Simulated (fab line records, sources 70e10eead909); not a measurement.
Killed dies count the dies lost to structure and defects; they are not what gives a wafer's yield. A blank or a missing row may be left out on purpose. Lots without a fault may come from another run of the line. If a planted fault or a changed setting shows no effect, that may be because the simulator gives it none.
3 desks looking at one fault | flow nand-harc | each desk has only its own numbers; what lay behind them comes last

THE DEFECT DESK
Counts from the inspections along the route, per lot, as means over the sampled wafers that have a number. The brackets show how far a lot's mean lies from the usual mean; more than 4 standard deviations puts the lot out of limits, marked OUT.
Columns: A = raw-defect-count at NHARC_A_START_INSPECT_01, usual 3.6
lot  | first seen here | A
L616 | day 6 12:11     | 3.3
L617 | day 7 03:06     | 4.0
L619 | day 7 07:05     | 2.7
L621 | day 7 09:37     | 4.0
L620 | day 7 16:59     | 5.0
L623 | day 8 18:58     | 4.7
L624 | day 9 00:41     | 3.0
L627 | day 9 05:48     | 5.0
L626 | day 9 06:27     | 5.0
L632 | day 10 15:37    | 3.3
L634 | day 10 20:58    | 3.7
L635 | day 11 04:22    | 1.7
L636 | day 11 16:19    | 3.3
L638 | day 12 01:42    | 2.7
This desk's finding: nothing out of limits on any of the 14 lots.

FROM THE METROLOGY DESK
Means of the sampled wafers that have a number, per lot and without regard to the tool the lot ran on: this is what the gauges read. The brackets show how far a lot's mean lies from the usual mean; more than 4 standard deviations puts the lot out of limits, marked OUT.
Columns: A = thk-nm at NHARC_A_ONON_D1_THK_MEAS_18, usual 1001 nm
lot  | first seen here | A
L616 | day 7 22:25     | 1008
L619 | day 8 14:33     | 987
L617 | day 8 14:34     | 990
L621 | day 8 14:54     | 1004
L620 | day 9 02:49     | 1003
L623 | day 10 04:17    | 1005
L624 | day 10 12:26    | 1009
L626 | day 10 15:55    | 1002
L627 | day 10 15:56    | 881 (-14) OUT
L634 | day 12 03:49    | 882 (-14) OUT
L632 | day 12 04:10    | 995
L635 | day 12 16:08    | 998
L636 | day 13 02:02    | 992
L638 | day 13 08:48    | 984
Finding of this desk: L627, L634 out of limits; the first was L627 at day 10 15:56, on thk-nm at NHARC_A_ONON_D1_THK_MEAS_18. Within limits: L616, L619, L617, L621, L620, L623, L624, L626, L632, L635, L636, L638.

DESK OF THE TOOL OWNER: pecvd-onon-04
The tool's own readings at NHARC_A_ONON_D1_DEP_16 (target thk 1000 nm): means of the sampled wafers that have a number, for each lot that ran on this tool. The brackets show how far a lot's mean lies from the usual mean; more than 4 standard deviations puts the lot out of limits, marked OUT.
Columns: A = sih4-flow-sccm at NHARC_A_ONON_D1_DEP_16, usual 210.0 sccm
lot  | first seen here | A
L616 | day 7 22:05     | 209.4
L617 | day 8 14:14     | 209.3
L620 | day 9 02:19     | 209.9
L624 | day 10 11:55    | 210.7
L627 | day 10 15:26    | 209.9
L634 | day 12 03:22    | 210.3
This desk's finding: nothing out of limits on any of the 6 lots.

ALL TOGETHER
At day 10 15:56 the metrology desk could have sounded an alarm, on L627, L634.
Nothing the defect desk looked at was out of limits.
The desk of the tool owner found nothing out of limits.
The defect desk has L627, L634 on record, within its limits.
Tool owner's desk: L627, L634 on record, inside its limits.
Of the lots named, all ran NHARC_A_ONON_D1_DEP_16 on pecvd-onon-04.

WHAT THE SIMULATOR HAD PUT IN
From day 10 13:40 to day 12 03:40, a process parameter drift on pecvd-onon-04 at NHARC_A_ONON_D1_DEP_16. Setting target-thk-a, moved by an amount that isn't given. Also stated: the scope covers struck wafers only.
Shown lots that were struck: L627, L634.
Per desk, hours elapsed from the start of the fault to the first reading out of limits: for the metrology desk, 2.
